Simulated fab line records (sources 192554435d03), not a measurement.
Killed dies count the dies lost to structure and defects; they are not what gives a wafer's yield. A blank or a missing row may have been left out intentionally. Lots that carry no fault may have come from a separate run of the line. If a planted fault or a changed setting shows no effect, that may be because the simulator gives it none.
What tool caused it? || flow n5-finfet || 10 lots, 30 wafers sampled, at 5 steps of a route of 1938

== WHAT THE GAUGES SHOWED, per wafer ==
N5_ZERO_LAYER_CD_MEAS_11: target cd 2000 nm. Usual: cd-nm reads 2000.3 nm (standard deviation 1.9).
{"lot": "L804", "measured": "day 1 12:47", "on": "cd-sem-03", "cd-nm (nm)": "1997.5 2000.2 2000.6", "flag": ""}
{"lot": "L806", "measured": "day 2 00:48", "on": "cd-sem-03", "cd-nm (nm)": "1998.1 2000.3 2002.0", "flag": ""}
{"lot": "L807", "measured": "day 2 06:39", "on": "cd-sem-02", "cd-nm (nm)": "1998.4 2000.4 1995.9", "flag": ""}
{"lot": "L809", "measured": "day 2 18:39", "on": "cd-sem-02", "cd-nm (nm)": "1997.9 1999.1 2003.8", "flag": ""}
{"lot": "L811", "measured": "day 3 06:46", "on": "cd-sem-03", "cd-nm (nm)": "2001.3 1997.5 1998.0", "flag": ""}
{"lot": "L812", "measured": "day 3 12:38", "on": "cd-sem-03", "cd-nm (nm)": "2002.5 2001.6 1998.4", "flag": ""}
{"lot": "L813", "measured": "day 3 18:46", "on": "cd-sem-03", "cd-nm (nm)": "2002.2 2000.8 1996.4", "flag": ""}
{"lot": "L814", "measured": "day 4 00:39", "on": "cd-sem-03", "cd-nm (nm)": "1997.9 2001.8 2001.2", "flag": ""}
{"lot": "L819", "measured": "day 5 06:46", "on": "cd-sem-01", "cd-nm (nm)": "2003.1 2001.9 2001.2", "flag": ""}
{"lot": "L821", "measured": "day 5 18:39", "on": "cd-sem-02", "cd-nm (nm)": "2001.5 1999.2 2000.8", "flag": ""}

N5_BEOL_M4_RC_MEAS_101. Usual: DIBL_N 36.2 mV/V, standard deviation 1.6; DIBL_P 36.5 mV/V, standard deviation 1.9; IOFF_N 0.158 nA/um, standard deviation 0.027; IOFF_P 0.21 nA/um, standard deviation 0.038; ION_N 675 uA/um, standard deviation 12; ION_P 464 uA/um, standard deviation 8.9; SS_N 71.5 mV/dec, standard deviation 0.61; SS_P 73.4 mV/dec, standard deviation 0.59; VT_N 250.4 mV, standard deviation 3; VT_P -250 mV, standard deviation 3.6.
{"lot": "L804", "measured": "day 7 23:20", "on": "prober-02", "DIBL_N (mV/V)": "34.3 36.1 36.9", "DIBL_P (mV/V)": "35.5 38.0 38.7", "IOFF_N (nA/um)": "0.138 0.161 0.184", "IOFF_P (nA/um)": "0.19 0.24 0.25", "ION_N (uA/um)": "668 682 688", "ION_P (uA/um)": "457 466 465", "SS_N (mV/dec)": "70.9 71.5 72.0", "SS_P (mV/dec)": "72.3 72.9 73.2", "VT_N (mV)": "252.3 252.3 249.9", "VT_P (mV)": "-251 -251 -246", "flag": ""}
{"lot": "L806", "measured": "day 8 02:20", "on": "prober-01", "DIBL_N (mV/V)": "35.1 34.4 34.1", "DIBL_P (mV/V)": "35.1 34.7 33.3", "IOFF_N (nA/um)": "0.140 0.130 0.114", "IOFF_P (nA/um)": "0.18 0.18 0.16", "ION_N (uA/um)": "670 663 656", "ION_P (uA/um)": "458 461 449", "SS_N (mV/dec)": "71.4 70.9 71.2", "SS_P (mV/dec)": "73.4 73.1 72.0", "VT_N (mV)": "250.7 255.0 254.7", "VT_P (mV)": "-254 -254 -255", "flag": ""}
{"lot": "L807", "measured": "day 8 17:38", "on": "prober-01", "DIBL_N (mV/V)": "36.9 38.4 36.7", "DIBL_P (mV/V)": "36.6 37.3 35.5", "IOFF_N (nA/um)": "0.154 0.171 0.148", "IOFF_P (nA/um)": "0.22 0.22 0.20", "ION_N (uA/um)": "666 669 670", "ION_P (uA/um)": "461 461 458", "SS_N (mV/dec)": "72.4 71.9 71.7", "SS_P (mV/dec)": "73.5 74.1 72.9", "VT_N (mV)": "254.4 251.4 253.9", "VT_P (mV)": "-251 -252 -252", "flag": ""}
{"lot": "L809", "measured": "day 9 00:47", "on": "prober-02", "DIBL_N (mV/V)": "37.8 37.4 35.7", "DIBL_P (mV/V)": "36.5 37.5 34.7", "IOFF_N (nA/um)": "0.156 0.165 0.122", "IOFF_P (nA/um)": "0.20 0.21 0.17", "ION_N (uA/um)": "672 676 653", "ION_P (uA/um)": "455 462 452", "SS_N (mV/dec)": "70.3 71.3 70.5", "SS_P (mV/dec)": "73.7 73.5 72.9", "VT_N (mV)": "252.7 248.5 254.3", "VT_P (mV)": "-250 -248 -253", "flag": ""}
{"lot": "L811", "measured": "day 9 19:01", "on": "prober-01", "DIBL_N (mV/V)": "34.9 34.2 36.7", "DIBL_P (mV/V)": "34.8 34.6 37.9", "IOFF_N (nA/um)": "0.129 0.121 0.165", "IOFF_P (nA/um)": "0.20 0.19 0.25", "ION_N (uA/um)": "673 665 685", "ION_P (uA/um)": "465 461 474", "SS_N (mV/dec)": "71.5 71.3 72.1", "SS_P (mV/dec)": "73.4 72.7 73.2", "VT_N (mV)": "255.7 254.4 248.9", "VT_P (mV)": "-249 -251 -245", "flag": ""}
{"lot": "L812", "measured": "day 9 20:32", "on": "prober-01", "DIBL_N (mV/V)": "37.5 39.8 36.0", "DIBL_P (mV/V)": "36.6 38.7 34.4", "IOFF_N (nA/um)": "0.156 0.211 0.128", "IOFF_P (nA/um)": "0.18 0.21 0.16", "ION_N (uA/um)": "666 682 651", "ION_P (uA/um)": "452 453 437", "SS_N (mV/dec)": "71.0 72.3 71.1", "SS_P (mV/dec)": "73.1 73.9 73.0", "VT_N (mV)": "250.0 246.5 256.1", "VT_P (mV)": "-257 -255 -259", "flag": ""}
{"lot": "L813", "measured": "day 10 02:59", "on": "prober-02", "DIBL_N (mV/V)": "37.6 35.8 35.6", "DIBL_P (mV/V)": "38.5 37.4 37.4", "IOFF_N (nA/um)": "0.184 0.158 0.165", "IOFF_P (nA/um)": "0.24 0.22 0.22", "ION_N (uA/um)": "698 686 696", "ION_P (uA/um)": "475 467 477", "SS_N (mV/dec)": "72.1 71.1 71.1", "SS_P (mV/dec)": "73.9 73.5 73.4", "VT_N (mV)": "245.7 250.7 247.4", "VT_P (mV)": "-249 -249 -248", "flag": ""}
{"lot": "L814", "measured": "day 10 01:27", "on": "prober-01", "DIBL_N (mV/V)": "35.0 35.1 34.2", "DIBL_P (mV/V)": "35.7 35.6 33.3", "IOFF_N (nA/um)": "0.139 0.144 0.128", "IOFF_P (nA/um)": "0.19 0.20 0.17", "ION_N (uA/um)": "672 683 671", "ION_P (uA/um)": "468 468 462", "SS_N (mV/dec)": "71.4 71.3 70.5", "SS_P (mV/dec)": "73.3 72.9 73.1", "VT_N (mV)": "252.1 252.2 254.2", "VT_P (mV)": "-252 -251 -252", "flag": ""}
{"lot": "L819", "measured": "day 12 11:15", "on": "prober-02", "DIBL_N (mV/V)": "37.1 38.5 34.4", "DIBL_P (mV/V)": "37.3 39.2 34.7", "IOFF_N (nA/um)": "0.173 0.206 0.120", "IOFF_P (nA/um)": "0.22 0.26 0.17", "ION_N (uA/um)": "671 692 666", "ION_P (uA/um)": "463 472 459", "SS_N (mV/dec)": "72.1 72.1 70.2", "SS_P (mV/dec)": "73.3 73.4 72.3", "VT_N (mV)": "249.0 246.0 255.4", "VT_P (mV)": "-250 -247 -254", "flag": ""}
{"lot": "L821", "measured": "day 12 15:55", "on": "prober-01", "DIBL_N (mV/V)": "36.6 37.2 35.2", "DIBL_P (mV/V)": "37.1 37.5 36.7", "IOFF_N (nA/um)": "0.172 0.176 0.142", "IOFF_P (nA/um)": "0.21 0.22 0.20", "ION_N (uA/um)": "666 669 673", "ION_P (uA/um)": "462 457 462", "SS_N (mV/dec)": "72.4 72.7 71.5", "SS_P (mV/dec)": "72.5 74.3 73.6", "VT_N (mV)": "249.4 250.6 252.4", "VT_P (mV)": "-252 -252 -253", "flag": ""}

== EACH LOT AND THE TOOL THAT RAN IT (in order: tool; ch and the chambers of the sampled wafers; start) ==
{"lot": "L804", "N5_WELL_APT_IMPLANT_15": "implanter-01 ch 0, day 1 14:24", "N5_WELL_APT_RTA_34": "rtp-anneal-01 ch 0, day 1 16:11", "N5_PMOS_HMC_CHANNEL_EPI_HM_DEP_34": "pecvd-01 ch 0,2, day 1 17:05"}
{"lot": "L806", "N5_WELL_APT_IMPLANT_15": "implanter-01 ch 0, day 2 02:26", "N5_WELL_APT_RTA_34": "rtp-anneal-01 ch 0, day 2 04:12", "N5_PMOS_HMC_CHANNEL_EPI_HM_DEP_34": "pecvd-02 ch 0,1, day 2 05:08"}
{"lot": "L807", "N5_WELL_APT_IMPLANT_15": "implanter-01 ch 0, day 2 08:05", "N5_WELL_APT_RTA_34": "rtp-anneal-01 ch 0, day 2 09:52", "N5_PMOS_HMC_CHANNEL_EPI_HM_DEP_34": "pecvd-04 ch 0,1,2, day 2 10:47"}
{"lot": "L809", "N5_WELL_APT_IMPLANT_15": "implanter-02 ch 0, day 2 20:06", "N5_WELL_APT_RTA_34": "rtp-anneal-01 ch 0, day 2 21:50", "N5_PMOS_HMC_CHANNEL_EPI_HM_DEP_34": "pecvd-02 ch 0,1, day 2 22:46"}
{"lot": "L811", "N5_WELL_APT_IMPLANT_15": "implanter-02 ch 0, day 3 08:10", "N5_WELL_APT_RTA_34": "rtp-anneal-02 ch 0, day 3 09:52", "N5_PMOS_HMC_CHANNEL_EPI_HM_DEP_34": "pecvd-02 ch 0,2, day 3 10:46"}
{"lot": "L812", "N5_WELL_APT_IMPLANT_15": "implanter-01 ch 0, day 3 14:02", "N5_WELL_APT_RTA_34": "rtp-anneal-02 ch 0, day 3 15:47", "N5_PMOS_HMC_CHANNEL_EPI_HM_DEP_34": "pecvd-01 ch 0,2, day 3 16:41"}
{"lot": "L813", "N5_WELL_APT_IMPLANT_15": "implanter-02 ch 0, day 3 20:10", "N5_WELL_APT_RTA_34": "rtp-anneal-02 ch 0, day 3 22:11", "N5_PMOS_HMC_CHANNEL_EPI_HM_DEP_34": "pecvd-04 ch 0,1,2, day 3 23:05"}
{"lot": "L814", "N5_WELL_APT_IMPLANT_15": "implanter-01 ch 0, day 4 02:02", "N5_WELL_APT_RTA_34": "rtp-anneal-02 ch 0, day 4 03:41", "N5_PMOS_HMC_CHANNEL_EPI_HM_DEP_34": "pecvd-04 ch 0,1,2, day 4 04:33"}
{"lot": "L819", "N5_WELL_APT_IMPLANT_15": "implanter-01 ch 0, day 5 08:20", "N5_WELL_APT_RTA_34": "rtp-anneal-01 ch 0, day 5 10:26", "N5_PMOS_HMC_CHANNEL_EPI_HM_DEP_34": "pecvd-02 ch 1,2, day 5 11:20"}
{"lot": "L821", "N5_WELL_APT_IMPLANT_15": "implanter-01 ch 0, day 5 20:01", "N5_WELL_APT_RTA_34": "rtp-anneal-01 ch 0, day 5 22:05", "N5_PMOS_HMC_CHANNEL_EPI_HM_DEP_34": "pecvd-02 ch 0,1, day 5 23:10"}
- N5_WELL_APT_IMPLANT_15
- N5_WELL_APT_RTA_34: time 10 s.
- N5_PMOS_HMC_CHANNEL_EPI_HM_DEP_34: deposits SiO2 from TEOS/O2, target thk 36 nm, time 6.9 s.

== WHAT THE TOOLS THEMSELVES READ (means of the sampled wafers that have a number; where no wafer has one, the mark that the record gives instead) ==
N5_WELL_APT_IMPLANT_15. Usual: beam-on-s 10.00 s, standard deviation 0.2; dose-ions-cm2 1.4997e+13, standard deviation 1.7e+10; end-station-pressure-torr 5.14e-06 Torr, standard deviation 2.7e-07; faraday-current-uA 190, standard deviation 3.8.
{"lot": "L804", "tool": "implanter-01", "beam-on-s (s)": 9.91, "dose-ions-cm2": 1.4979e+13, "end-station-pressure-torr (Torr)": 5.17e-06, "faraday-current-uA": 192, "flag": ""}
{"lot": "L806", "tool": "implanter-01", "beam-on-s (s)": 9.90, "dose-ions-cm2": 1.5000e+13, "end-station-pressure-torr (Torr)": 4.81e-06, "faraday-current-uA": 193, "flag": ""}
{"lot": "L807", "tool": "implanter-01", "beam-on-s (s)": 10.03, "dose-ions-cm2": 1.5010e+13, "end-station-pressure-torr (Torr)": 5.38e-06, "faraday-current-uA": 190, "flag": ""}
{"lot": "L809", "tool": "implanter-02", "beam-on-s (s)": 10.05, "dose-ions-cm2": 1.5002e+13, "end-station-pressure-torr (Torr)": 5.42e-06, "faraday-current-uA": 190, "flag": ""}
{"lot": "L811", "tool": "implanter-02", "beam-on-s (s)": 9.96, "dose-ions-cm2": 1.4985e+13, "end-station-pressure-torr (Torr)": 4.90e-06, "faraday-current-uA": 191, "flag": ""}
{"lot": "L812", "tool": "implanter-01", "beam-on-s (s)": 10.07, "dose-ions-cm2": 1.5001e+13, "end-station-pressure-torr (Torr)": 5.11e-06, "faraday-current-uA": 189, "flag": ""}
{"lot": "L813", "tool": "implanter-02", "beam-on-s (s)": 9.94, "dose-ions-cm2": 1.5003e+13, "end-station-pressure-torr (Torr)": 5.29e-06, "faraday-current-uA": 191, "flag": ""}
{"lot": "L814", "tool": "implanter-01", "beam-on-s (s)": 9.86, "dose-ions-cm2": 1.4981e+13, "end-station-pressure-torr (Torr)": 5.07e-06, "faraday-current-uA": 192, "flag": ""}
{"lot": "L819", "tool": "implanter-01", "beam-on-s (s)": 10.01, "dose-ions-cm2": 1.7713e+13, "end-station-pressure-torr (Torr)": 4.97e-06, "faraday-current-uA": 224, "flag": "OFF"}
{"lot": "L821", "tool": "implanter-01", "beam-on-s (s)": 9.98, "dose-ions-cm2": 1.7739e+13, "end-station-pressure-torr (Torr)": 5.05e-06, "faraday-current-uA": 225, "flag": "OFF"}

N5_WELL_APT_RTA_34. Usual: lamp-power-pct 13.01 %, standard deviation 0.057; lamp_zone_2_pct 12.99 %, standard deviation 0.036; wafer_temp_C_max 1003.7, standard deviation 0.99.
{"lot": "L804", "tool": "rtp-anneal-01", "lamp-power-pct (%)": 13.04, "lamp_zone_2_pct (%)": 13.00, "wafer_temp_C_max": 1003.1, "flag": ""}
{"lot": "L806", "tool": "rtp-anneal-01", "lamp-power-pct (%)": 13.05, "lamp_zone_2_pct (%)": 13.00, "wafer_temp_C_max": 1004.2, "flag": ""}
{"lot": "L807", "tool": "rtp-anneal-01", "lamp-power-pct (%)": 13.00, "lamp_zone_2_pct (%)": 13.00, "wafer_temp_C_max": 1004.3, "flag": ""}
{"lot": "L809", "tool": "rtp-anneal-01", "lamp-power-pct (%)": 13.04, "lamp_zone_2_pct (%)": 13.02, "wafer_temp_C_max": 1003.0, "flag": ""}
{"lot": "L811", "tool": "rtp-anneal-02", "lamp-power-pct (%)": 12.97, "lamp_zone_2_pct (%)": 12.98, "wafer_temp_C_max": 1003.3, "flag": ""}
{"lot": "L812", "tool": "rtp-anneal-02", "lamp-power-pct (%)": 13.09, "lamp_zone_2_pct (%)": 12.96, "wafer_temp_C_max": 1004.6, "flag": ""}
{"lot": "L813", "tool": "rtp-anneal-02", "lamp-power-pct (%)": 13.01, "lamp_zone_2_pct (%)": 12.99, "wafer_temp_C_max": 1003.3, "flag": ""}
{"lot": "L814", "tool": "rtp-anneal-02", "lamp-power-pct (%)": 13.01, "lamp_zone_2_pct (%)": 13.05, "wafer_temp_C_max": 1003.4, "flag": ""}
{"lot": "L819", "tool": "rtp-anneal-01", "lamp-power-pct (%)": 13.03, "lamp_zone_2_pct (%)": 12.98, "wafer_temp_C_max": 1004.0, "flag": ""}
{"lot": "L821", "tool": "rtp-anneal-01", "lamp-power-pct (%)": 13.01, "lamp_zone_2_pct (%)": 12.99, "wafer_temp_C_max": 1004.0, "flag": ""}

N5_PMOS_HMC_CHANNEL_EPI_HM_DEP_34. Usual: heater-power-outer-w 325 W, standard deviation 83; heater-power-w 584 W, standard deviation 120; showerhead-plenum-p-Torr 8.346 Torr, standard deviation 0.03; throttle-valve-pct 18.8 %, standard deviation 0.74.
{"lot": "L804", "tool": "pecvd-01", "heater-power-outer-w (W)": 334, "heater-power-w (W)": 595, "showerhead-plenum-p-Torr (Torr)": 8.325, "throttle-valve-pct (%)": 18.3, "flag": ""}
{"lot": "L806", "tool": "pecvd-02", "heater-power-outer-w (W)": 318, "heater-power-w (W)": 576, "showerhead-plenum-p-Torr (Torr)": 8.352, "throttle-valve-pct (%)": 19.5, "flag": ""}
{"lot": "L807", "tool": "pecvd-04", "heater-power-outer-w (W)": 292, "heater-power-w (W)": 507, "showerhead-plenum-p-Torr (Torr)": 8.346, "throttle-valve-pct (%)": 18.8, "flag": ""}
{"lot": "L809", "tool": "pecvd-02", "heater-power-outer-w (W)": 361, "heater-power-w (W)": 648, "showerhead-plenum-p-Torr (Torr)": 8.366, "throttle-valve-pct (%)": 19.5, "flag": ""}
{"lot": "L811", "tool": "pecvd-02", "heater-power-outer-w (W)": 318, "heater-power-w (W)": 593, "showerhead-plenum-p-Torr (Torr)": 8.331, "throttle-valve-pct (%)": 18.8, "flag": ""}
{"lot": "L812", "tool": "pecvd-01", "heater-power-outer-w (W)": 353, "heater-power-w (W)": 634, "showerhead-plenum-p-Torr (Torr)": 8.319, "throttle-valve-pct (%)": 18.4, "flag": ""}
{"lot": "L813", "tool": "pecvd-04", "heater-power-outer-w (W)": 295, "heater-power-w (W)": 510, "showerhead-plenum-p-Torr (Torr)": 8.329, "throttle-valve-pct (%)": 19.0, "flag": ""}
{"lot": "L814", "tool": "pecvd-04", "heater-power-outer-w (W)": 263, "heater-power-w (W)": 478, "showerhead-plenum-p-Torr (Torr)": 8.342, "throttle-valve-pct (%)": 18.9, "flag": ""}
{"lot": "L819", "tool": "pecvd-02", "heater-power-outer-w (W)": 462, "heater-power-w (W)": 783, "showerhead-plenum-p-Torr (Torr)": 8.366, "throttle-valve-pct (%)": 18.7, "flag": ""}
{"lot": "L821", "tool": "pecvd-02", "heater-power-outer-w (W)": 323, "heater-power-w (W)": 582, "showerhead-plenum-p-Torr (Torr)": 8.349, "throttle-valve-pct (%)": 19.6, "flag": ""}

== THE ANSWER, worked out from the rows above alone ==
Rule: a lot is off if the mean of its wafers that have a number lies more than 3 standard deviations from the usual mean. A lot without any number at a reading at which 4 lots or more have one is off too. Any other lot the step has rows for is counted as sound. Order of review: gauges by route order, followed by the tools' own readings, for which a lot's mean as printed above is used. At the first step where some lot is off, the reading lying furthest off is the one used; lots without a number count as furthest.
Off: L819, L821 (N5_WELL_APT_IMPLANT_15, dose-ions-cm2).
A tool fits if, at that step or a process step before it, it ran every lot that is off, and no sound lot after the first of them. One candidate fits, namely implanter-01 at N5_WELL_APT_IMPLANT_15. A fault onset in the window from L814 (day 4 02:02, its last sound lot) to L819 (day 5 08:20, its first lot off) fits.
The tool's own readings at N5_WELL_APT_IMPLANT_15 bear it out: on the lots that are off they differ by more than 5 times the standard deviation of the sound lots' means. dose-ions-cm2 reads 1.7726e+13 there against 1.4995e+13 on the sound lots; faraday-current-uA reads 224 there against 191 on the sound lots.

== WHAT THE SIMULATOR HAD PUT IN ==
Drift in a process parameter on implanter-01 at N5_WELL_APT_IMPLANT_15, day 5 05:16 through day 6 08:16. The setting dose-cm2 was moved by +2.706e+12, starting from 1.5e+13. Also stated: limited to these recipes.
Struck lots among those shown: L819, L821. The rule given above showed the same thing.
